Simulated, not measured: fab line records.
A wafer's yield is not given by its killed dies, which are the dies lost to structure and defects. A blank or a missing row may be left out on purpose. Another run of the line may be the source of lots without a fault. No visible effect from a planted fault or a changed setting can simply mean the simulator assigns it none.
Split-lot study -- flow n5 finfet -- 7 lots, 21 wafers read, on a route of 1938 steps

== THE SPLIT ITSELF ==
At N5_GATE_CUT_DESCUM_18 (chemistry O2, time 7 s), the setting time s was moved away from the recipe's 7 s on 5 of the 21 wafers read, by -8.7% to +6.6%. The other wafers ran this setting at the recipe's value.

== FROM SPLIT TO READING: 1 step shown by the file between the two ==
- N5_GATE_CUT_ETCH_28: etches underlayer in N2/H2, target depth 13 nm, time 10.4 s

== THE READING ==
CAR-EUV_of_GATE_CUT_COAT_07.thk nm (the simulator's own value, which no gauge read), in nm, at N5_GATE_CUT_ETCH_36 (etches SiARC in CF4, target depth 13 nm, time 21.7 s). No usual value for it is given in the file. Average 7.0 nm, standard deviation 0.087 nm, over the 16 wafers here run with the recipe.

wafer,"tool, chamber at the split","time s as run, s",against the recipe,"CAR-EUV_of_GATE_CUT_COAT_07.thk nm, nm",against lot-mates on the recipe
L077.2,"rie diel-03, 0,1",6.391,-8.7%,7.6,+0.6
L077.5,"rie diel-03, 0,1",6.391,-8.7%,7.6,+0.6
L077.4,"rie diel-03, 3",7,recipe,7,-
L079.1,"rie diel-02, 0,3",7.46,+6.6%,6.6,-0.4
L079.6,"rie diel-02, 0,3",7.46,+6.6%,6.6,-0.4
L079.5,"rie diel-02, 0",7,recipe,7,-
L082.1,"rie diel-02, 0,3,2",7,recipe,7,-
L082.2,"rie diel-02, 0,3,2",7,recipe,7,-
L082.5,"rie diel-02, 0,3,2",7,recipe,6.8,-
L085.1,"rie diel-02, 2",7,recipe,7,-
L085.5,"rie diel-02, 2",7,recipe,6.8,-
L085.6,"rie diel-02, 3",6.462,-7.7%,7.2,+0.3
L089.1,"rie diel-02, 0,3,1",7,recipe,7,-
L089.2,"rie diel-02, 0,3,1",7,recipe,7,-
L089.6,"rie diel-02, 0,3,1",7,recipe,7,-
L093.4,"rie diel-02, 2,0,3",7,recipe,6.8,-
L093.5,"rie diel-02, 2,0,3",7,recipe,6.8,-
L093.6,"rie diel-02, 2,0,3",7,recipe,7,-
L095.1,"rie diel-04, 3,1,1",7,recipe,7,-
L095.2,"rie diel-04, 3,1,1",7,recipe,7,-
L095.4,"rie diel-04, 3,1,1",7,recipe,7,-
Where a row lists several chambers, the file gives one row for several wafers and doesn't say which wafer went through which chamber.

FIT RESULTS
A straight line over all 21 wafers: CAR-EUV_of_GATE_CUT_COAT_07.thk nm changes by -0.0598 nm for each +1% of time s; r = -0.92; the points scatter about the line by 0.1 nm.
The same after taking each lot's own level away (the mean of its wafers on the recipe; 21 wafers): -0.0607 nm for each +1%; r = -0.95; scatter 0.077 nm.
Per that fit: largest time s move, reading shift of 0.53 nm.
From 6.87 to 7.00 nm: that is the span of the lots' own levels, equal to 1.5 times the standard deviation above.
The two slopes are in agreement: the lot-to-lot level therefore moves the slope only a little.
Check: with one of the wafers moved furthest among these (-8.7%) left out of the fit, the line predicts +0.499 nm for it against its lot-mates. Against them it came out at +0.6 nm.

== ADDITIONAL SPLITS CARRIED BY THESE WAFERS ==
Other splits were also applied to these wafers ahead of the reading. Each is held against what the fit with the lots' levels taken away leaves over:
other split on the same wafers,wafers away from the commonest value,r with CAR-EUV_of_GATE_CUT_COAT_07.thk nm (lot level and that fit taken away)
N5_HKMG_FIN_ETCH_55 bias w,5,-0.23

== THE WHOLE CHAIN: every reading that the file lists as answering this split, in the file's order ==
step,what it does,reading,change (the file's fit),r (the file's)
N5_GATE_CUT_ETCH_28,"etches underlayer in N2/H2, target depth 13 nm, time 10.4 s","CAR-EUV_of_GATE_CUT_COAT_07.thk nm (the simulator's own value, which no gauge read)",-0.0546 nm for each +1% of the setting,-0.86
N5_GATE_CUT_ETCH_36,"etches SiARC in CF4, target depth 13 nm, time 21.7 s","CAR-EUV_of_GATE_CUT_COAT_07.thk nm (the simulator's own value, which no gauge read)",-0.0571 nm for each +1% of the setting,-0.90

== THE FILE'S OWN FIT ==
CAR-EUV_of_GATE_CUT_COAT_07.thk nm changes by -0.0571 nm for each +1% of time s, r = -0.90.
